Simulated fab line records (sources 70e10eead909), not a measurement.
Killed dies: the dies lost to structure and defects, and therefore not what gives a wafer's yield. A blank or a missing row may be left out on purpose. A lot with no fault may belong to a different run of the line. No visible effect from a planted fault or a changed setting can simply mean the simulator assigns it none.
Chamber matching	flow nand_harc	4 sister chambers for NHARC_P_BONDPAD_ETCH_24 on rie_diel-03
The step etches the open film in CF4/N2, target depth 30 nm, time 72.99 s. 7 wafers are shown with their chamber, then 8 later ones without.

## WAFERS PAIRED WITH THEIR CHAMBERS
wafer	chamber	oes_product_au (a.u.)	rf_vpp_V (V)
L595.3	2	1.002	315.6
L599.4	1	1.003	312.6
L601.2	3	0.994	313.6
L601.5	1	1.007	311.4
L603.2	3	1.006	313.5
L603.5	0	0.974	312.7
L608.1	0	0.978	313.5

## WAFERS WHOSE CHAMBER IS MISSING
wafer	oes_product_au (a.u.)	rf_vpp_V (V)
L608.4	1.005	315.3
L608.5	0.992	311.5
L609.1	1.000	313.4
L609.3	1.018	314.1
L609.6	1.001	312.9
L611.1	0.999	315.0
L611.2	1.016	313.6
L611.3	0.997	312.4

## THE CHAMBER EACH PASSED THROUGH
wafer	from the rows above	in truth
L608.4	2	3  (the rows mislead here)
L608.5	can't be placed: 1 or 3 or 0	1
L609.1	3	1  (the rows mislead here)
L609.3	can't be placed: 3 or 2 or 1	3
L609.6	can't be placed: 3 or 1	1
L611.1	can't be placed: 2 or 3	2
L611.2	can't be placed: 3 or 1 or 2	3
L611.3	can't be placed: 1 or 3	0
Placed correctly: 0 of 8. Unplaceable from these rows: 6, with the true chamber sitting among the candidates in 5. Wrongly placed: 2.
How it was worked out, from the rows above alone: a wafer's distance from a chamber is the root of the sum, over the readings, of the square of ((its reading less the chamber's mean) divided by the reading's scatter). The wafer belongs to the nearest chamber; if the next one is less than 2 further off, it can't be placed. The mean given for a chamber averages the wafers shown for that chamber. The scatter is the square root of a quotient: the sum, over the shown wafers, of each reading's squared deviation from its chamber's mean, divided by wafers minus chambers.
